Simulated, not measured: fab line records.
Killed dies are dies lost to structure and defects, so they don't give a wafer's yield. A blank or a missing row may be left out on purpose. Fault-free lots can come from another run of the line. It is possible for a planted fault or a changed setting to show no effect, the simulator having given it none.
The same fault as seen by 2 desks :: flow n5_finfet :: only its own numbers are on each desk; what lay behind them is given at the end

== THE DEFECT DESK ==
For each lot, the counts of the inspections along the route, averaged over the sampled wafers that have a number. A lot is out of limits, marked OUT, if its mean lies more than 4 standard deviations from the usual mean; the brackets give that distance.
Columns: A = raw_defect_count at N5_HKMG_FIN_INSPECT_28, usual 38
lot: L558
first seen here: day 4 06:22
A: 40

lot: L560
first seen here: day 4 17:30
A: 31

lot: L561
first seen here: day 5 02:23
A: 46

lot: L562
first seen here: day 5 05:50
A: 37

lot: L563
first seen here: day 5 14:38
A: 28

lot: L565
first seen here: day 6 02:26
A: 23

lot: L567
first seen here: day 6 21:49
A: 27

lot: L571
first seen here: day 7 20:15
A: 30

lot: L574
first seen here: day 8 17:58
A: 39

lot: L576
first seen here: day 8 23:16
A: 37

lot: L578
first seen here: day 9 10:32
A: 33

lot: L577
first seen here: day 9 11:11
A: 61

lot: L579
first seen here: day 9 17:12
A: 39
Finding of this desk: none of the 13 lots has anything out of limits.

== FOR THE TOOL OWNER'S DESK: litho_track-03 ==
The tool's own readings at N5_GATE_CUT_COAT_35 (time 60 s, resist thk 10 nm): means of the sampled wafers that have a number, for each lot that ran on this tool. A lot is out of limits, marked OUT, if its mean lies more than 4 standard deviations from the usual mean; the brackets give that distance.
Columns: A = heater_power_total_W at N5_GATE_CUT_COAT_35, usual 427.2 W; B = spin_speed_rpm at N5_GATE_CUT_COAT_35, usual 1499.9 rpm
lot: L562
first seen here: day 5 09:14
A: 426.1
B: 1500.4

lot: L563
first seen here: day 5 18:10
A: 425.3
B: 1498.9

lot: L565
first seen here: day 6 05:46
A: 426.7
B: 1500.0

lot: L571
first seen here: day 8 02:11
A: 427.5
B: 1349.1 (-99 or more) OUT

lot: L574
first seen here: day 8 22:07
A: 426.0
B: 1348.6 (-99 or more) OUT
This desk finds L571, L574 out of limits, L571 being first, at day 8 02:11 (spin_speed_rpm at N5_GATE_CUT_COAT_35). L562, L563, L565: within limits.

== ALL TOGETHER ==
The tool owner's desk could have raised an alarm at day 8 02:11, on L571, L574.
The defect desk saw nothing out of limits.
The defect desk has L571, L574 on record, within its limits.
N5_GATE_CUT_COAT_35 was run on litho_track-03 by each of the lots named.

== WHAT HAD BEEN PUT IN BY THE SIMULATOR ==
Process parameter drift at N5_GATE_CUT_COAT_35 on litho_track-03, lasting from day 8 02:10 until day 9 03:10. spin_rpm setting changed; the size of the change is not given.
Lots struck among those shown: L571, L574.
Hours from the fault's start to each desk's first reading out of limits: the tool owner's desk, 0.
